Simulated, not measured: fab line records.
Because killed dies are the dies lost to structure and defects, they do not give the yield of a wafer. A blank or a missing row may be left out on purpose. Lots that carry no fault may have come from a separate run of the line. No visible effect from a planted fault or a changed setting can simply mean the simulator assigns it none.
fab line records	flow nand-harc
record lots=6	wafers=16	last-day=32
route steps=1302 shown P_GATE@127 END@1302
lots with no fault: from the same line, run without faults
start-h: start of the lot's first displayed wafer, in hours after the record's first day	wait-h: how many hours have passed since the lot's step before this one	" as in the row above	L1.1+2: several wafers, shown together as one row	- no value, or no start given	* or withheld: withheld	< > ~ a bound
route shown NAME@n: names a module that has steps shown in the file, with the first one's number in the route	usual: mean/standard deviation of fault-free wafers	same: alike in all rows	chamber/n: place in a boat	sites: each site's reading	_std_site: the values' standard deviation	_edge_site: mean of outer sites minus mean of inner sites	radius-mm: how far each site lies from the wafer's centre	mask NAME#n: copy n	behind: the last tool/chamber to shape the wafer	hold: what put the lot on hold/how long, in hours/how the hold closed	device: whichever transistor did not switch (one of n, p or np)	end of line: the same wafers' tests at the end of the route	where a step has no rows: the recipe by itself	killed: dies that structure and defects cost at the first sort, which is not the same as the wafer's yield	map: dies across one wafer; x = killed, . = not, _ = none there
set.NAME: the run value of the setting; set.NAME@STEP: its run value at that earlier step	model.NAME: the simulator's own value behind a step, which no gauge read
certain route steps with their lots: each step a table, each wafer a row
services: when a tool's chamber went out of use (start-h, in hours from the record's first day, below 0 if earlier), for how many hours, and the reason
## steps
# step NHARC_P_GATE_PRECLEAN_71
# recipe time-s=*	temp-c=50	bath-age-min=0	chemistry=SC1
# step NHARC_P_GATE_SRD_72
# step NHARC_P_GATE_OXIDE_16
# recipe target-thk-a=30	temp-c=875	ox-time-s=392	material=SiO2
# step NHARC_P_GATE_CVD_17
# recipe target-thk-a=1500	temp-c=620	time-s=900	material=poly-Si
# step NHARC_P_GATE_HM_DEP_102
# recipe target-thk-a=1200	temp-c=400	material=aC
# usual throttle-valve-pct=35.001/0.0087
lot.wafer	tool	chamber	start-h	wait-h	throttle-valve-pct
L430.2	acl-dep-01	0	106.12	0.9	34.991
L430.5	"	0	"	"	35.001
L430.6	"	0	"	"	35.008
L431.1	acl-dep-01	0	111.06	1.1	34.999
L431.3	"	0	"	"	35.009
L431.6	"	0	"	"	35.003
L433.2	acl-dep-02	0	196.78	6.8	34.998
L433.4	"	0	"	"	35.008
L434.2	acl-dep-02	0	198.07	8.1	35.012
L434.6	"	0	"	"	35.003
L444.1	acl-dep-02	0	241.40	0.4	35.002
L444.2	"	0	"	"	35.008
L444.3	"	0	"	"	35.008
L448.3	acl-dep-01	0	281.05	0.7	35.001
L448.4	"	0	"	"	35.006
L448.6	"	0	"	"	35.007
# step NHARC_P_GATE_DEP_103
# recipe target-thk-a=300	target-thk-nm=30	temp-c=400	flow-sccm=200	rf-w=350	material=SiON
# usual heater-power-w=757/79
lot.wafer	tool	chamber	start-h	wait-h	heater-power-w
L430.2	pecvd-02	1	106.70	0.5	822
L430.5	"	0	"	"	744
L430.6	"	1	"	"	815
L431.1	pecvd-03	1	111.73	0.6	821
L431.3	"	2	"	"	802
L431.6	"	1	"	"	817
L433.2	pecvd-02	0	197.39	0.5	759
L433.4	"	1	"	"	765
L434.2	pecvd-01	0	198.65	0.5	790
L434.6	"	0	"	"	777
L444.3	pecvd-01	2	242.07	0.3	653
L444.2	"	0	"	"	930
L444.1	"	1	"	"	673
L448.3	pecvd-03	1	281.50	0.3	785
L448.4	"	2	"	"	750
L448.6	"	0	"	"	852
# step NHARC_P_GATE_DEHYDRATE_18
# recipe temp-c=150	time-s=120
# step NHARC_P_GATE_HMDS_19
# recipe time-s=30
# step NHARC_P_GATE_COAT_20
# recipe spin-rpm=1500	resist-thk-nm=90
# step NHARC_P_GATE_SOFTBAKE_21
# recipe temp-c=105	time-s=55
# step NHARC_P_GATE_EBR_22
# step NHARC_P_GATE_EXPOSE_23
# recipe na=1.35	target-cd-nm=120	dose-mj=93.91	mask-id=P_GATE
# step NHARC_P_GATE_PEB_24
# recipe peb-temp-c=100	peb-time-s=65
# usual heater-power-total-W=156.6/0.42
lot.wafer	tool	chamber	start-h	wait-h	heater-power-total-W
L430.2	litho-track-04	0	107.14	0.1	157.0
L430.5	"	0	"	"	156.4
L430.6	"	0	"	"	156.4
L431.1	litho-track-06	0	112.33	0.1	156.1
L431.3	"	0	"	"	156.2
L431.6	"	0	"	"	157.1
L433.2	litho-track-06	0	197.81	0.1	156.7
L433.4	"	0	"	"	165.0
L434.2	litho-track-06	0	199.32	0.1	156.0
L434.6	"	0	"	"	164.0
L444.1	litho-track-01	0	242.67	0.1	156.5
L444.2	"	0	"	"	157.2
L444.3	"	0	"	"	156.6
L448.3	litho-track-01	0	282.09	0.0	157.1
L448.4	"	0	"	"	156.5
L448.6	"	0	"	"	156.1
# step NHARC_P_GATE_DEVELOP_25
# recipe develop-time-s=35	dev-temp-c=23
# step NHARC_P_GATE_CD_MEAS_26
# recipe target-cd-nm=120	landing-energy-ev=500
# usual cd-nm=119.7/0.7
lot.wafer	tool	chamber	start-h	wait-h	cd-nm
L430.2	cd-sem-03	0	107.23	-	119.6
L430.5	"	0	"	"	120.1
L430.6	"	0	"	"	118.9
L431.1	cd-sem-03	0	112.41	-	119.8
L431.3	"	0	"	"	119.4
L431.6	"	0	"	"	120.7
L433.2	cd-sem-01	0	197.89	-	119.6
L433.4	"	0	"	"	122.7
L434.2	cd-sem-03	0	199.40	-	121.1
L434.6	"	0	"	"	123.4
L444.1	cd-sem-02	0	242.75	-	120.1
L444.2	"	0	"	"	119.3
L444.3	"	0	"	"	119.2
L448.3	cd-sem-01	0	282.18	-	119.3
L448.4	"	0	"	"	119.3
L448.6	"	0	"	"	119.6
# step NHARC_P_GATE_OVL_MEAS_27
# usual overlay-x-nm=0.0/0.88	overlay-y-nm=-0.1/0.72
lot.wafer	tool	chamber	start-h	wait-h	overlay-x-nm	overlay-y-nm
L430.2	overlay-02	-	107.31	-	-0.4	-0.3
L430.5	"	-	"	"	0.2	-0.1
L430.6	"	-	"	"	-0.3	-0.4
L431.1	overlay-01	-	112.49	-	-1.0	0.7
L431.3	"	-	"	"	-0.6	1.0
L431.6	"	-	"	"	-0.9	0.0
L433.2	overlay-01	-	197.98	-	0.5	-0.5
L433.4	"	-	"	"	0.2	-0.7
L434.2	overlay-02	-	199.48	-	-0.2	1.1
L434.6	"	-	"	"	-0.6	0.3
L444.1	overlay-02	-	242.84	-	-0.8	-0.5
L444.2	"	-	"	"	-0.6	-0.4
L444.3	"	-	"	"	-0.8	-0.2
L448.3	overlay-02	-	282.26	-	-0.3	-0.3
L448.4	"	-	"	"	-0.4	-1.0
L448.6	"	-	"	"	0.7	-0.6
# step NHARC_P_GATE_INSPECT_28
# usual raw-defect-count=6/3.1
lot.wafer	tool	chamber	start-h	wait-h	raw-defect-count
L430.2	defect-inspect-01	-	107.35	0.0	7
L430.5	"	-	"	"	6
L430.6	"	-	"	"	5
L431.1	defect-inspect-01	-	112.53	0.0	8
L431.3	"	-	"	"	9
L431.6	"	-	"	"	8
L433.2	defect-inspect-02	-	198.01	0.0	3
L433.4	"	-	"	"	3
L434.2	defect-inspect-02	-	199.52	0.0	6
L434.6	"	-	"	"	12
L444.1	defect-inspect-02	-	242.87	0.0	3
L444.2	"	-	"	"	3
L444.3	"	-	"	"	6
L448.3	defect-inspect-02	-	282.30	0.0	8
L448.4	"	-	"	"	8
L448.6	"	-	"	"	5
# step NHARC_P_GATE_DESCUM_31
# recipe time-s=3	o2-flow-sccm=200	ar-flow-sccm=0	bias-power-w=0	chemistry=O2
# usual drypump-motor-current-A=5.8/0.46	oes-product-au=0.998/0.01	rf-vpp-V=57.7/0.85	showerhead-plenum-p-Torr=1.90/0.072	throttle-valve-pct=11.311/0.0097
lot.wafer	tool	chamber	start-h	wait-h	drypump-motor-current-A	oes-product-au	rf-hours-counter-h	rf-vpp-V	showerhead-plenum-p-Torr	throttle-valve-pct	model.P_GATE.cd-nm
L430.2	rie-diel-05	0	107.43	0.1	6.0	0.996	2.6	57.6	1.97	11.307	119.5
L430.5	"	2	"	"	5.1	1.014	-	59.2	1.89	11.312	120
L430.6	"	3	"	"	6.1	0.991	-	56.7	1.80	11.312	118.7
L431.1	rie-diel-11	1	112.59	0.1	5.5	1.001	2.2	56.5	1.78	11.317	119.4
L431.3	"	2	"	"	5.4	0.990	1.9	57.7	1.88	11.325	119.1
L431.6	"	1	"	"	5.5	1.000	-	58.7	1.78	11.309	120.2
L433.2	rie-diel-09	2	198.07	0.1	6.3	0.989	1.8	58.2	1.95	11.317	120.1
L433.4	"	3	"	"	6.5	0.994	1.8	57.5	1.89	11.305	123.3
L434.2	rie-diel-09	2	199.60	0.1	6.3	0.980	2.0	58.2	1.95	11.308	121.5
L434.6	"	1	"	"	5.2	1.005	-	57.1	1.87	11.323	123
L444.1	rie-diel-05	0	242.94	0.1	6.0	1.012	0.1	57.7	1.96	11.316	119.4
L444.2	"	2	"	"	5.0	1.013	0.1	58.3	1.89	11.302	119
L444.3	"	3	"	"	6.1	0.996	0.1	57.4	1.80	11.316	119.5
L448.3	rie-diel-09	3	282.37	0.1	6.5	0.991	7.9	58.4	1.89	11.309	119.7
L448.4	"	0	"	"	6.2	1.006	7.5	55.9	1.78	11.319	119.6
L448.6	"	2	"	"	6.3	0.995	-	56.5	1.95	11.318	119.5
# step NHARC_P_GATE_ETCH_104
# recipe target-depth-a=600	time-s=withheld	cf4-flow-sccm=100	chf3-flow-sccm=30	ar-flow-sccm=0	rf-w=500	bias-w=200	chemistry=CF4/CHF3
# usual bias-w=199.9/0.58	drypump-motor-current-A=5.8/0.47	oes-product-au=0.947/0.023	rf-vpp-V=370.0/2.1	showerhead-plenum-p-Torr=1.56/0.057	throttle-valve-pct=16.802/0.0083
lot.wafer	tool	chamber	start-h	wait-h	bias-w	drypump-motor-current-A	oes-product-au	rf-vpp-V	showerhead-plenum-p-Torr	throttle-valve-pct
L430.2	rie-diel-05	0	107.51	0.1	199.2	6.0	0.920	372.3	1.61	16.810
L430.6	"	1	"	"	198.4	5.5	0.927	371.1	1.60	16.793
L430.5	"	2	"	"	199.5	5.0	0.931	368.7	1.55	16.799
L431.1	rie-diel-11	3	112.69	0.1	199.7	6.3	0.925	372.4	1.65	16.796
L431.3	"	0	"	"	200.4	5.8	0.919	371.4	1.62	16.799
L431.6	"	2	"	"	200.3	5.4	0.919	369.1	1.55	16.795
L433.4	rie-diel-09	3	198.16	0.1	200.4	6.5	0.947	369.5	1.56	16.798
L433.2	"	1	"	"	199.1	5.2	0.976	368.7	1.54	16.813
L434.2	rie-diel-09	2	199.67	0.1	199.9	6.3	0.919	372.4	1.60	16.789
L434.6	"	2	"	"	199.7	6.3	0.918	370.4	1.60	16.806
L444.1	rie-diel-05	2	243.02	0.1	200.7	5.0	0.984	369.6	1.55	16.788
L444.2	"	3	"	"	200.4	6.1	0.978	368.5	1.48	16.797
L444.3	"	1	"	"	199.3	5.6	0.970	371.6	1.60	16.811
L448.4	rie-diel-09	1	282.44	0.1	200.2	5.2	0.974	368.4	1.54	16.800
L448.3	"	2	"	"	200.5	6.3	0.947	370.9	1.60	16.806
L448.6	"	1	"	"	199.6	5.2	0.964	368.5	1.54	16.808
# step NHARC_P_GATE_HM_OPEN_105
# recipe target-depth-a=3600	o2-flow-sccm=400	cos-flow-sccm=20	ar-flow-sccm=0	rf-w=500	bias-w=300	chemistry=O2/COS
# usual bias-w=300.0/0.9	cos-flow-sccm=20.00/0.061	drypump-motor-current-A=5.8/0.46	oes-product-au=0.998/0.011	rf-vpp-V=466.7/2.6	showerhead-plenum-p-Torr=3.09/0.11	throttle-valve-pct=28.329/0.009
lot.wafer	tool	chamber	start-h	wait-h	bias-w	cos-flow-sccm	drypump-motor-current-A	oes-product-au	rf-hours-counter-h	rf-vpp-V	showerhead-plenum-p-Torr	throttle-valve-pct
L430.2	rie-diel-05	3	-	-	298.3	20.01	6.1	0.998	2.7	463.6	2.95	28.325
L430.5	"	0	"	"	299.4	20.09	6.0	0.997	-	469.7	3.20	28.325
L430.6	"	1	"	"	301.8	19.96	5.6	1.004	-	466.6	3.17	28.330
L431.1	rie-diel-11	0	-	-	300.5	19.98	5.8	0.994	2.1	469.7	3.22	28.327
L431.3	"	1	"	"	299.8	20.03	5.6	0.996	2.2	462.7	2.92	28.317
L431.6	"	0	"	"	300.8	20.03	5.8	0.997	-	470.1	3.22	28.312
L433.2	rie-diel-09	1	-	-	299.8	19.97	5.2	1.013	1.0	465.0	3.06	28.318
L433.4	"	0	"	"	299.6	20.04	6.2	0.999	1.2	461.3	2.91	28.322
L434.2	rie-diel-09	3	-	-	299.3	20.00	6.5	0.991	1.9	466.8	3.09	28.320
L434.6	"	2	"	"	298.7	20.05	6.3	0.998	-	468.8	3.18	28.325
L444.1	rie-diel-05	0	-	-	299.7	19.95	6.0	1.014	0.1	467.9	3.20	28.326
L444.2	"	2	"	"	301.3	20.08	5.1	1.003	0.2	467.0	3.08	28.321
L444.3	"	3	"	"	299.8	19.94	6.1	1.011	0.2	463.0	2.94	28.317
L448.3	rie-diel-09	1	-	-	300.1	19.95	5.3	0.996	6.3	466.4	3.06	28.343
L448.4	"	2	"	"	300.4	19.95	6.3	0.999	6.0	468.7	3.18	28.338
L448.6	"	1	"	"	301.7	19.98	5.3	0.985	-	466.1	3.06	28.354
# step NHARC_P_GATE_STRIP_106
# recipe o2-flow-sccm=400	cos-flow-sccm=20	ar-flow-sccm=0	bias-w=0	chemistry=O2/COS
# step NHARC_P_GATE_ETCH_114
# recipe target-depth-a=300	overetch-a=30	time-s=16.5	ion-energy-ev=100	cf4-flow-sccm=80	o2-flow-sccm=20	ar-flow-sccm=0	rf-w=300	bias-w=100	chemistry=CF4/O2
# usual bias-w=100.0/0.33	drypump-motor-current-A=5.8/0.47	oes-product-au=0.998/0.0099	rf-vpp-V=197.5/1.3	showerhead-plenum-p-Torr=1.32/0.05	throttle-valve-pct=13.397/0.0088
lot.wafer	tool	chamber	start-h	wait-h	bias-w	drypump-motor-current-A	oes-product-au	rf-hours-counter-h	rf-vpp-V	showerhead-plenum-p-Torr	throttle-valve-pct	model.P_GATE.cd-nm
L430.2	rie-diel-05	1	-	-	100.3	5.6	1.018	3.3	198.5	1.36	13.399	121
L430.6	"	0	"	"	100.0	6.0	0.992	-	198.4	1.37	13.398	117.5
L430.5	"	1	"	"	100.2	5.6	1.016	-	198.8	1.36	13.401	121.6
L431.1	rie-diel-11	3	-	-	100.0	6.3	1.017	0.6	199.3	1.40	13.388	121.8
L431.3	"	0	"	"	99.3	5.7	0.996	2.1	198.9	1.38	13.395	117.8
L431.6	"	1	"	"	99.5	5.5	0.995	-	197.8	1.24	13.387	122.2
L433.2	rie-diel-09	2	-	-	99.9	6.3	0.994	1.9	197.5	1.36	13.390	121.5
L433.4	"	1	"	"	99.7	5.2	1.005	1.1	196.5	1.31	13.386	120.8
L434.2	rie-diel-09	2	-	-	99.8	6.3	0.986	2.0	196.6	1.36	13.391	121.1
L434.6	"	0	"	"	100.3	6.2	0.995	-	195.6	1.24	13.393	123.4
L444.2	rie-diel-05	2	-	-	100.7	5.0	1.005	0.2	196.9	1.32	13.381	117.9
L444.3	"	3	"	"	100.1	6.1	1.004	0.2	196.5	1.26	13.391	121
L444.1	"	0	"	"	100.5	6.0	1.008	0.2	198.8	1.37	13.395	122.8
L448.3	rie-diel-09	1	-	-	99.9	5.2	1.001	6.3	196.4	1.31	13.392	121.9
L448.4	"	2	"	"	100.4	6.3	0.992	6.0	197.4	1.36	13.395	119.1
L448.6	"	3	"	"	100.3	6.5	0.993	-	196.2	1.32	13.402	123.2
# step NHARC_P_GATE_ETCH_32
# recipe target-depth-a=1500	over-etch-frac=1	over-etch-ion-energy-ev=40	time-s=100.1	hbr-flow-sccm=150	cl2-flow-sccm=50	rf-w=400	icp-w=400	bias-w=100	chemistry=HBr/Cl2
# usual bias-w=99.9/0.31	drypump-motor-current-A=5.7/0.42	oes-product-au=1.004/0.0091	throttle-valve-pct=26.405/0.0098
lot.wafer	tool	chamber	start-h	wait-h	bias-w	drypump-motor-current-A	oes-product-au	rf-hours-counter-h	throttle-valve-pct
L430.2	rie-si-04	0	107.90	-	100.4	5.6	1.014	0.67	26.402
L430.5	"	2	"	"	99.7	5.9	0.988	-	26.388
L430.6	"	3	"	"	100.0	5.8	1.002	-	26.417
L431.1	rie-si-03	0	113.07	-	100.1	5.2	1.015	0.40	26.396
L431.3	"	2	"	"	100.0	4.7	0.983	0.41	26.406
L431.6	"	3	"	"	100.1	5.6	1.013	-	26.400
L433.2	rie-si-04	3	198.57	-	100.4	5.8	1.003	0.17	26.401
L433.4	"	0	"	"	100.1	5.6	1.007	0.19	26.414
L434.2	rie-si-03	0	200.04	-	100.3	5.2	1.008	0.93	26.416
L434.6	"	1	"	"	100.0	6.0	1.009	-	26.408
L444.1	rie-si-04	1	243.40	-	99.6	6.0	1.014	0.70	26.410
L444.2	"	2	"	"	99.5	5.8	1.007	0.67	26.426
L444.3	"	3	"	"	99.1	5.8	1.007	0.55	26.396
L448.4	rie-si-03	0	282.84	-	100.0	5.2	1.016	0.35	26.415
L448.3	"	1	"	"	99.5	6.0	0.994	0.30	26.411
L448.6	"	0	"	"	100.1	5.2	1.013	-	26.421
# step NHARC_END_SORT_01
# recipe temp-c=25
# usual killed-at-array=54/18	killed-at-other=0.9/1.2	killed-at-periphery=4.4/2.9	killed-dies=59/18	killed-open=3.2/1.8	killed-short=2.6/1.8
# same gross-dies=677
lot.wafer	tool	chamber	start-h	wait-h	killed-at-array	killed-at-other	killed-at-periphery	killed-dies	killed-open	killed-short
L430.2	prober-02	0	574.63	2.8	79	0	5	84	8	5
L430.5	prober-02	0	577.06	3.7	73	1	4	78	5	5
L430.6	prober-02	0	577.87	4.0	72	0	6	78	5	2
L431.1	prober-02	0	584.00	2.5	64	2	10	76	3	5
L431.3	prober-02	0	585.60	3.1	65	1	4	70	3	0
L431.6	prober-02	0	588.00	4.0	67	0	7	74	3	4
L448.3	prober-01	0	763.23	3.1	56	1	10	67	9	2
L448.4	prober-01	0	764.02	3.4	62	0	8	70	7	2
L448.6	prober-01	0	765.62	4.0	58	0	5	63	8	5
# killed by level:class
L430.2 A_CHANNEL_HOLE_D1:chamber-film-flake=29 A_SLIT:chamber-film-flake=29 A_CHANNEL_HOLE_D2:chamber-film-flake=4 A_CONTACT:chamber-film-flake=4 P_CONTACT:geometric-particle:open=3 P_M0:geometric-particle:open=2 A_CHANNEL_FILL_D2:geometric-particle:short=2 A_STAIRCASE:chamber-film-flake=2
L430.5 A_CHANNEL_HOLE_D1:chamber-film-flake=32 A_SLIT:chamber-film-flake=23 A_CHANNEL_HOLE_D2:chamber-film-flake=6 A_CONTACT:chamber-film-flake=4 P_CONTACT:geometric-particle:open=2 A_CHANNEL_FILL_D1:geometric-particle:short=2 P_STI:geometric-particle:short=1 P_M0:geometric-particle:open=1
L430.6 A_SLIT:chamber-film-flake=24 A_CHANNEL_HOLE_D1:chamber-film-flake=23 A_CHANNEL_HOLE_D2:chamber-film-flake=11 A_STAIRCASE:chamber-film-flake=3 A_CONTACT:chamber-film-flake=3 P_M0:geometric-particle:open=2 P_CONTACT:geometric-particle:open=1 A_DECK1_JOINT:geometric-particle:open=1
L431.1 A_SLIT:chamber-film-flake=26 A_CHANNEL_HOLE_D2:chamber-film-flake=18 A_CONTACT:chamber-film-flake=6 P_GATE:chamber-film-flake=5 P_CONTACT:chamber-film-flake=3 A_CHANNEL_HOLE_D1:chamber-film-flake=3 A_ZERO_WELL:chamber-film-flake=2 A_STAIRCASE:chamber-film-flake=2
L431.3 A_SLIT:chamber-film-flake=35 A_CHANNEL_HOLE_D2:chamber-film-flake=23 A_CONTACT:chamber-film-flake=3 P_CONTACT:chamber-film-flake=2 A_DECK1_JOINT:geometric-particle:open=1 A_CHANNEL_HOLE_D2:geometric-particle:open=1 A_SGD_CUT:geometric-particle:open=1 P_STI:chamber-film-flake=1
L431.6 A_SLIT:chamber-film-flake=31 A_CHANNEL_HOLE_D2:chamber-film-flake=23 P_CONTACT:chamber-film-flake=6 A_STAIRCASE:chamber-film-flake=3 A_ONON_D1:geometric-particle:short=2 A_ZERO_WELL:chamber-film-flake=2 A_DECK1_JOINT:geometric-particle:short=1 A_DECK1_JOINT:geometric-particle:open=1
L448.3 A_SLIT:chamber-film-flake=26 A_CHANNEL_HOLE_D1:chamber-film-flake=10 P_CONTACT:chamber-film-flake=6 A_CONTACT:chamber-film-flake=6 A_STAIRCASE:chamber-film-flake=3 A_ONON_D1:geometric-particle:open=2 A_CHANNEL_FILL_D2:geometric-particle:open=2 A_SGD_CUT:chamber-film-flake=2
L448.4 A_SLIT:chamber-film-flake=23 A_CHANNEL_HOLE_D1:chamber-film-flake=10 A_CONTACT:chamber-film-flake=10 P_CONTACT:chamber-film-flake=5 A_ZERO_WELL:chamber-film-flake=4 A_SGD_CUT:chamber-film-flake=4 A_STAIRCASE:chamber-film-flake=3 A_ONON_D1:geometric-particle:open=2
L448.6 A_SLIT:chamber-film-flake=29 A_CHANNEL_HOLE_D1:chamber-film-flake=7 A_ONON_D1:geometric-particle:open=4 A_CONTACT:chamber-film-flake=4 A_STAIRCASE:chamber-film-flake=3 A_ONON_D1:geometric-particle:short=2 A_WL_FILL:geometric-particle:open=2 P_CONTACT:chamber-film-flake=2
## services
tool	chamber	start-h	hours	kind
rie-diel-11	3	91.01	13.8	repair
rie-diel-05	-	93.57	0.3	repair
rie-diel-05	3	116.29	26.1	repair
rie-diel-09	-	119.27	0.5	repair
rie-si-03	3	125.92	2.7	repair
rie-diel-09	2	129.48	5.1	repair
rie-diel-09	-	143.11	9.0	pm
rie-diel-11	2	148.60	10.1	repair
litho-track-01	-	155.00	7.0	pm
rie-si-04	-	165.00	9.0	pm
litho-track-06	-	179.00	7.0	pm
acl-dep-01	-	188.18	13.0	pm
rie-diel-11	-	190.99	0.2	repair
rie-diel-09	2	218.31	4.3	repair
rie-si-03	-	221.00	9.0	pm
rie-diel-05	-	229.60	9.0	pm
acl-dep-02	-	242.74	13.0	pm
rie-diel-11	1	251.20	16.6	repair
rie-diel-11	0	252.89	5.0	repair
rie-diel-11	-	255.91	9.0	pm
rie-si-03	2	260.89	14.3	repair
rie-diel-09	-	267.33	0.4	repair
rie-diel-09	2	270.28	1.5	repair
rie-si-04	1	274.06	8.9	repair
## key
first-sign step=NHARC_P_GATE_PEB_24	reading=heater-power-total-W	direction=up	sigmas=19	usual=*	struck=*
effect step=NHARC_P_GATE_CD_MEAS_26	reading=cd-nm	direction=up	sigmas=4.9	usual=119.7	struck=123.1
model-effect step=NHARC_P_GATE_DESCUM_31	value=P_GATE.cd-nm	without=120	struck=123.2
model-effect step=NHARC_P_GATE_ETCH_114	value=P_GATE.cd-nm	without=118.9	struck=122.1
met-at NHARC_P_GATE_PEB_24
struck-wafers L433.4,L434.6
tester-left-out L433,L434
onset-between 112.33 197.81
fault kind=process-parameter-drift	tool=litho-track-06	chamber=-	onset-h=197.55	steps=NHARC_P_GATE_PEB_24	channel=peb-time-s	offset=*	shape=step	end-h=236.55	scope=struck-wafers-only	acts-in=*	stated=*
# tester-left-out: of these lots the tester's yield and bins aren't shown, on N5 and GAA mostly nor the transistor test; their killed dies are dies lost to structure and defects alone, not to doping, threshold or leakage, so they don't give the yield
